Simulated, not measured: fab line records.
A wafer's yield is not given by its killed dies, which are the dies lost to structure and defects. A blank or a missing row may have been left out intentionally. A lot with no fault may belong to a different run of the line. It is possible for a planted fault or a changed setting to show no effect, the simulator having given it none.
Split-lot experiment ; flow n5_finfet ; route with 1938 steps; 7 lots, 21 wafers read

## SPLIT DETAILS
At N5_BEOL_M1_TRENCH_ETCH_37 (etches SiOC in C4F6/O2, target depth 55.207 nm, time 29 s), the setting time_s was moved away from the recipe's 29 s on 12 of the 21 wafers read, by -17.3% to +17.3%. All remaining wafers had this setting at the recipe value.

## FROM THE SPLIT TO THE READING: what the file shows between them, 2 steps
- N5_BEOL_M1_ETCH_41: etches SiCN in CH3F/O2, target depth 31.9 nm, time 57.8 s
- N5_BEOL_M1_STRIP_97: strips in N2/H2, time 10 s

## THE READING
trench_depth_nm, in nm, at N5_BEOL_M1_OCD_MEAS_38. Typical for fault-free wafers on this fab line: 54.9 nm, with standard deviation 1.5 nm.

wafer;tool, chamber at the split;time_s as run, s;against the recipe;trench_depth_nm, nm;against lot-mates on the recipe
L074.2;rie_diel-05, 0;29;recipe;58.0;-
L074.4;rie_diel-05, 2;27;-6.9%;50.6;-7.4
L074.6;rie_diel-05, 3;27;-6.9%;49.9;-8.1
L078.1;rie_diel-06, 2;24.83;-14.4%;47.9;-6.9
L078.2;rie_diel-06, 3;24.83;-14.4%;48.3;-6.5
L078.3;rie_diel-06, 0;29;recipe;54.8;-
L080.2;rie_diel-06, 2;33.04;+13.9%;63.2;+6.2
L080.3;rie_diel-06, 1;33.04;+13.9%;62.5;+5.5
L080.6;rie_diel-06, 2;29;recipe;57.0;-
L089.1;rie_diel-01, 2;34.01;+17.3%;65.8;+14.4
L089.4;rie_diel-01, 1;29;recipe;51.4;-
L089.6;rie_diel-01, 3;34.01;+17.3%;62.9;+11.5
L093.3;rie_diel-01, 0;29;recipe;53.2;-
L093.4;rie_diel-01, 0;29;recipe;53.2;-
L093.6;rie_diel-01, 3;23.97;-17.3%;45.0;-8.2
L094.1;rie_diel-05, 2;33.03;+13.9%;62.3;no lot-mate on the recipe
L094.3;rie_diel-05, 0;33.03;+13.9%;65.1;no lot-mate on the recipe
L094.4;rie_diel-05, 3;33.03;+13.9%;59.8;no lot-mate on the recipe
L095.1;rie_diel-06, 1;29;recipe;53.6;-
L095.4;rie_diel-06, 3;29;recipe;55.6;-
L095.5;rie_diel-06, 1;29;recipe;53.0;-

FIT RESULTS
A straight line over all 21 wafers: trench_depth_nm changes by +0.548 nm for each +1% of time_s; r = +0.96; the points scatter about the line by 1.8 nm.
The same after taking each lot's own level away (the mean of its wafers on the recipe; 18 wafers): +0.586 nm for each +1%; r = +0.95; scatter 2.1 nm.
On that fit, the largest move of time_s shifts the reading by 10 nm.
Measured against the standard deviation above, the lots' own levels, which go from 51.40 to 58.00 nm, span 4.4 times it.
The two slopes are in agreement: the lot-to-lot level therefore moves the slope only a little.
Check: -10.8 nm against its lot-mates is what the line predicts for one of the wafers moved furthest among these (-17.3%) when that wafer is left out of the fit. Against them it came out at -8.2 nm.

## OTHER SPLITS APPLIED TO THESE WAFERS
These wafers also went through other splits before the reading. Each is held against what the fit with the lots' levels taken away leaves over:
other split on the same wafers;wafers away from the commonest value;r with trench_depth_nm (lot level and that fit taken away)
N5_MOL_CONTACT_COAG_EXPOSE_81 dose_mj;5;-0.16
N5_MOL_CONTACT_COAG_ALD_133 ald_cycles;10;-0.51
N5_MOL_CONTACT_COAG_VIA_ETCH_117 bias_w;10;+0.45
N5_BEOL_M1_PECVD_72 temp_c;10;+0.03
N5_BEOL_M1_COAT_61 spin_rpm;7;-0.20

## THE WHOLE CHAIN: every reading that the file lists as answering this split, in the file's order
step;what it does;reading;change (the file's fit);r (the file's)
N5_BEOL_M1_TRENCH_ETCH_37;etches SiOC in C4F6/O2, target depth 55.207 nm, time 29 s;etch.depth_nm (the simulator's own value, which no gauge read);+0.587 nm for each +1% of the setting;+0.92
N5_BEOL_M1_TRENCH_ETCH_37;etches SiOC in C4F6/O2, target depth 55.207 nm, time 29 s;BEOL_M1.feature_depth_nm (the simulator's own value, which no gauge read);+0.587 nm for each +1% of the setting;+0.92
N5_BEOL_M1_OCD_MEAS_38;;trench_depth_nm;+0.571 nm for each +1% of the setting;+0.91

## THE FILE'S OWN FIT
trench_depth_nm changes by +0.571 nm for each +1% of time_s, r = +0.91.
